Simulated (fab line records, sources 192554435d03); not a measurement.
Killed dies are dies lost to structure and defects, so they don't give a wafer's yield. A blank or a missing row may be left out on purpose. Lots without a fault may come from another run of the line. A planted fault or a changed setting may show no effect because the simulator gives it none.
Which tool did it? | flow n5_finfet | 24 lots, 72 wafers sampled, at 5 steps of a route of 1938

WHAT THE GAUGES READ, wafer by wafer
N5_BEOL_M1_CD_MEAS_11: target cd 17.05 nm.
lot  | measured     | on        | cd_nm (nm)
L074 | day 6 03:46  | cd_sem-01 | 17.03 16.99 16.97
L075 | day 6 08:17  | cd_sem-02 | 16.98 17.22 16.75
L076 | day 6 11:02  | cd_sem-02 | 17.17 16.56 17.02
L077 | day 6 17:26  | cd_sem-01 | 16.78 17.11 16.92
L078 | day 7 02:10  | cd_sem-01 | 16.75 16.78 16.98
L079 | day 7 10:16  | cd_sem-02 | 16.97 17.11 17.02
L080 | day 7 13:46  | cd_sem-02 | 16.78 17.12 17.07
L081 | day 7 16:22  | cd_sem-02 | 17.44 16.91 16.97
L082 | day 8 06:22  | cd_sem-02 | 17.19 17.02 16.98
L083 | day 8 06:45  | cd_sem-03 | 17.37 17.25 17.10
L084 | day 8 15:56  | cd_sem-01 | 17.35 17.55 17.66
L085 | day 8 23:25  | cd_sem-01 | 16.57 17.10 17.13
L086 | day 9 10:56  | cd_sem-02 | 17.05 17.02 17.10
L087 | day 9 11:13  | cd_sem-02 | 17.11 16.74 16.62
L088 | day 9 17:02  | cd_sem-02 | 17.31 16.85 16.92
L089 | day 9 17:18  | cd_sem-03 | 17.23 17.31 17.25
L090 | day 9 22:46  | cd_sem-03 | 16.71 16.73 17.03
L091 | day 10 06:59 | cd_sem-01 | 17.38 17.30 16.93
L092 | day 10 17:33 | cd_sem-03 | 16.90 16.65 16.69
L094 | day 11 03:25 | cd_sem-01 | 16.82 16.83 17.50
L093 | day 11 03:39 | cd_sem-01 | 17.24 16.69 17.10
L095 | day 11 09:14 | cd_sem-01 | 17.09 16.83 17.11
L096 | day 11 22:38 | cd_sem-02 | 16.80 16.93 17.11
L097 | day 12 01:21 | cd_sem-03 | 16.99 17.04 16.44

N5_BEOL_M1_INSPECT_13: inspects for defects (brightfield).
lot  | measured     | on                | raw_defect_count
L074 | day 6 03:51  | defect_inspect-02 | 532 341 377
L075 | day 6 08:23  | defect_inspect-01 | 418 372 418
L076 | day 6 11:08  | defect_inspect-01 | 402 550 501
L077 | day 6 17:32  | defect_inspect-01 | 337 422 381
L078 | day 7 02:15  | defect_inspect-01 | 418 299 349
L079 | day 7 10:21  | defect_inspect-02 | 376 453 456
L080 | day 7 13:51  | defect_inspect-01 | 358 372 512
L081 | day 7 16:27  | defect_inspect-02 | 552 426 352
L082 | day 8 06:28  | defect_inspect-02 | 495 427 457
L083 | day 8 06:50  | defect_inspect-02 | 546 340 385
L084 | day 8 16:01  | defect_inspect-02 | 307 359 305
L085 | day 8 23:30  | defect_inspect-01 | 554 517 537
L086 | day 9 11:02  | defect_inspect-01 | 410 442 546
L087 | day 9 11:19  | defect_inspect-02 | 298 327 327
L088 | day 9 17:07  | defect_inspect-01 | 414 526 387
L089 | day 9 17:23  | defect_inspect-02 | 424 426 399
L090 | day 9 22:52  | defect_inspect-02 | 432 490 315
L091 | day 10 07:05 | defect_inspect-02 | 472 420 429
L092 | day 10 17:38 | defect_inspect-01 | 283 502 348
L094 | day 11 03:31 | defect_inspect-02 | 447 316 423
L093 | day 11 03:44 | defect_inspect-01 | 358 497 499
L095 | day 11 09:19 | defect_inspect-02 | 390 274 390
L096 | day 11 22:43 | defect_inspect-02 | 351 264 301
L097 | day 12 01:26 | defect_inspect-01 | 409 376 384

WHICH TOOL RAN EACH LOT (tool, then ch and the chambers of the sampled wafers, then the start)
lot  | N5_BEOL_M0_TRENCH_ETCH_107         | N5_BEOL_M0_PRE_CLEAN_113     | N5_BEOL_M0_ANNEAL_133
L074 | rie_diel-02 ch 2,3, day 5 21:55    | pvd_sputter-02, day 5 22:47  | pvd_sputter-02, day 6 01:03
L075 | rie_diel-01 ch 0,3, day 6 03:02    | pvd_sputter-01, day 6 03:48  | pvd_sputter-01, day 6 06:24
L076 | rie_diel-05 ch 0,1,3, day 6 06:41  | pvd_sputter-01, day 6 07:28  | pvd_sputter-02, day 6 08:13
L077 | rie_diel-05 ch 1,2, day 6 11:20    | pvd_sputter-02, day 6 11:46  | pvd_sputter-01, day 6 13:41
L078 | rie_diel-02 ch 0,1,2, day 6 17:25  | pvd_sputter-01, day 6 19:53  | pvd_sputter-02, day 6 20:40
L079 | rie_diel-05 ch 0,2,3, day 7 04:51  | pvd_sputter-01, day 7 05:16  | pvd_sputter-01, day 7 07:21
L080 | rie_diel-01 ch 1,2, day 7 07:23    | pvd_sputter-03, day 7 08:11  | pvd_sputter-03, day 7 09:20
L081 | rie_diel-02 ch 1,2, day 7 09:17    | pvd_sputter-02, day 7 10:03  | pvd_sputter-03, day 7 10:44
L082 | rie_diel-05 ch 1,2, day 7 21:49    | pvd_sputter-01, day 7 22:26  | pvd_sputter-01, day 8 01:02
L083 | rie_diel-02 ch 0,3, day 8 00:52    | pvd_sputter-02, day 8 01:51  | pvd_sputter-01, day 8 04:24
L084 | rie_diel-05 ch 0,1,2, day 8 08:54  | pvd_sputter-01, day 8 09:50  | pvd_sputter-02, day 8 11:19
L085 | rie_diel-01 ch 0,3, day 8 18:19    | pvd_sputter-01, day 8 19:28  | pvd_sputter-03, day 8 20:08
L086 | rie_diel-05 ch 2,3, day 9 04:38    | pvd_sputter-02, day 9 05:16  | pvd_sputter-02, day 9 07:27
L087 | rie_diel-01 ch 0,1,3, day 9 07:26  | pvd_sputter-02, day 9 08:02  | pvd_sputter-02, day 9 08:46
L088 | rie_diel-01 ch 0,1,3, day 9 11:50  | pvd_sputter-01, day 9 12:22  | pvd_sputter-01, day 9 13:02
L089 | rie_diel-01 ch 1,2,3, day 9 13:04  | pvd_sputter-02, day 9 13:32  | pvd_sputter-02, day 9 14:21
L090 | rie_diel-05 ch 0,1,2, day 9 16:32  | pvd_sputter-02, day 9 18:01  | pvd_sputter-02, day 9 20:46
L091 | rie_diel-05 ch 0,2,3, day 10 01:01 | pvd_sputter-02, day 10 02:31 | pvd_sputter-03, day 10 04:31
L092 | rie_diel-02 ch 0,1,3, day 10 10:22 | pvd_sputter-01, day 10 11:21 | pvd_sputter-02, day 10 13:32
L094 | rie_diel-01 ch 0,2,3, day 10 19:48 | pvd_sputter-03, day 10 21:07 | pvd_sputter-03, day 10 21:51
L093 | rie_diel-01 ch 0,3, day 10 19:55   | pvd_sputter-03, day 10 21:30 | pvd_sputter-02, day 10 22:23
L095 | rie_diel-02 ch 0,1,2, day 11 04:10 | pvd_sputter-01, day 11 05:18 | pvd_sputter-03, day 11 06:06
L096 | rie_diel-02 ch 0,2,3, day 11 17:56 | pvd_sputter-02, day 11 18:59 | pvd_sputter-03, day 11 20:02
L097 | rie_diel-02 ch 0,1, day 11 19:59   | pvd_sputter-03, day 11 21:13 | pvd_sputter-01, day 11 22:13
- N5_BEOL_M0_TRENCH_ETCH_107: etches SiOC in C4F6/O2, target depth 32.8 nm, time 16.4 s.
- N5_BEOL_M0_PRE_CLEAN_113: time 30 s.
- N5_BEOL_M0_ANNEAL_133: time 60 s.

WHAT THE TOOLS THEMSELVES READ (means of the sampled wafers that have a number; where no wafer has one, the mark that the record gives instead)
N5_BEOL_M0_TRENCH_ETCH_107.
lot  | tool        | drypump_motor_current_A (A) | oes_product_au (a.u.) | rf_vpp_V (V) | showerhead_plenum_p_Torr (Torr) | throttle_valve_pct (%)
L074 | rie_diel-02 | 5.39                        | 0.79                  | 674          | 2.84                            | 21.12
L075 | rie_diel-01 | 5.49                        | 0.92                  | 642          | 2.85                            | 20.70
L076 | rie_diel-05 | 5.98                        | 0.76                  | 668          | 2.97                            | 20.86
L077 | rie_diel-05 | 5.67                        | 0.76                  | 660          | 2.79                            | 20.79
L078 | rie_diel-02 | 5.61                        | 0.74                  | 653          | 2.74                            | 21.00
L079 | rie_diel-05 | 5.90                        | 0.77                  | 669          | 2.88                            | 20.80
L080 | rie_diel-01 | 5.93                        | 0.70                  | 649          | 2.80                            | 21.01
L081 | rie_diel-02 | 5.57                        | 0.72                  | 647          | 2.73                            | 21.16
L082 | rie_diel-05 | 5.68                        | 0.76                  | 660          | 2.78                            | 20.81
L083 | rie_diel-02 | 5.67                        | 0.73                  | 662          | 2.75                            | 20.95
L084 | rie_diel-05 | 5.89                        | 0.73                  | 667          | 2.86                            | 20.92
L085 | rie_diel-01 | 5.78                        | 0.89                  | 646          | 2.83                            | 20.95
L086 | rie_diel-05 | 5.69                        | 0.79                  | 660          | 2.79                            | 20.72
L087 | rie_diel-01 | 5.68                        | 0.81                  | 645          | 2.87                            | 20.89
L088 | rie_diel-01 | 5.67                        | 0.81                  | 644          | 2.87                            | 20.89
L089 | rie_diel-01 | 5.65                        | 0.74                  | 644          | 2.84                            | 20.86
L090 | rie_diel-05 | 5.90                        | 0.71                  | 667          | 2.86                            | 20.92
L091 | rie_diel-05 | 5.91                        | 0.75                  | 669          | 2.87                            | 20.84
L092 | rie_diel-02 | 5.63                        | 0.78                  | 661          | 2.85                            | 20.96
L094 | rie_diel-01 | 5.76                        | 0.90                  | 649          | 2.90                            | 20.85
L093 | rie_diel-01 | 5.49                        | 0.83                  | 641          | 2.83                            | 20.75
L095 | rie_diel-02 | 5.62                        | 0.79                  | 655          | 2.83                            | 20.89
L096 | rie_diel-02 | 5.54                        | 0.73                  | 664          | 2.77                            | 21.06
L097 | rie_diel-02 | 5.76                        | 0.75                  | 653          | 2.79                            | 20.84

N5_BEOL_M0_PRE_CLEAN_113.
lot  | tool           | heater_power_w (W)
L074 | pvd_sputter-02 | 369
L075 | pvd_sputter-01 | 297
L076 | pvd_sputter-01 | 329
L077 | pvd_sputter-02 | 357
L078 | pvd_sputter-01 | 314
L079 | pvd_sputter-01 | 326
L080 | pvd_sputter-03 | 315
L081 | pvd_sputter-02 | 391
L082 | pvd_sputter-01 | 323
L083 | pvd_sputter-02 | 339
L084 | pvd_sputter-01 | 325
L085 | pvd_sputter-01 | 352
L086 | pvd_sputter-02 | 368
L087 | pvd_sputter-02 | 348
L088 | pvd_sputter-01 | 299
L089 | pvd_sputter-02 | 367
L090 | pvd_sputter-02 | 354
L091 | pvd_sputter-02 | 386
L092 | pvd_sputter-01 | 299
L094 | pvd_sputter-03 | 310
L093 | pvd_sputter-03 | 311
L095 | pvd_sputter-01 | 321
L096 | pvd_sputter-02 | 347
L097 | pvd_sputter-03 | 308

N5_BEOL_M0_ANNEAL_133.
lot  | tool           | heater_power_w (W) | susceptor_temp_C_max
L074 | pvd_sputter-02 | 921                | 401.0
L075 | pvd_sputter-01 | 750                | 401.0
L076 | pvd_sputter-02 | 817                | 401.1
L077 | pvd_sputter-01 | 802                | 400.9
L078 | pvd_sputter-02 | 843                | 400.8
L079 | pvd_sputter-01 | 821                | 400.9
L080 | pvd_sputter-03 | 781                | 401.3
L081 | pvd_sputter-03 | 785                | 400.9
L082 | pvd_sputter-01 | 735                | 400.7
L083 | pvd_sputter-01 | 759                | 401.0
L084 | pvd_sputter-02 | 894                | 401.0
L085 | pvd_sputter-03 | 750                | 401.0
L086 | pvd_sputter-02 | 855                | 401.0
L087 | pvd_sputter-02 | 905                | 400.7
L088 | pvd_sputter-01 | 893                | 400.8
L089 | pvd_sputter-02 | 881                | 400.7
L090 | pvd_sputter-02 | 899                | 400.8
L091 | pvd_sputter-03 | 782                | 401.2
L092 | pvd_sputter-02 | 920                | 400.9
L094 | pvd_sputter-03 | 762                | 401.0
L093 | pvd_sputter-02 | 931                | 400.8
L095 | pvd_sputter-03 | 753                | 401.0
L096 | pvd_sputter-03 | 760                | 400.8
L097 | pvd_sputter-01 | 804                | 400.8

THE ANSWER, worked out from the rows above alone
Rule: what is usual is taken from the lots themselves. Put in order of their means at a reading, lots are off if they are a third of the lots or fewer, leave a main group of 4 or more, and stand apart from it by a gap of 3 or more times the standard deviation of the main group's means; of several such gaps the widest counts. A main group whose means are all the same, to the digits that the tables above print for the reading, isn't used. A lot without any number at a reading at which 4 lots or more have one is off too. The other lots that the step has rows for count as sound. The gauges are gone through in route order, then the tools' own readings, and for those a lot's mean is taken as printed above. The first step at which some lot is off is used, and at that step the reading that is off furthest; a lot without a number counts as furthest.
No lot is off at any reading shown: from this, nothing can be told.

WHAT THE SIMULATOR HAD PUT IN
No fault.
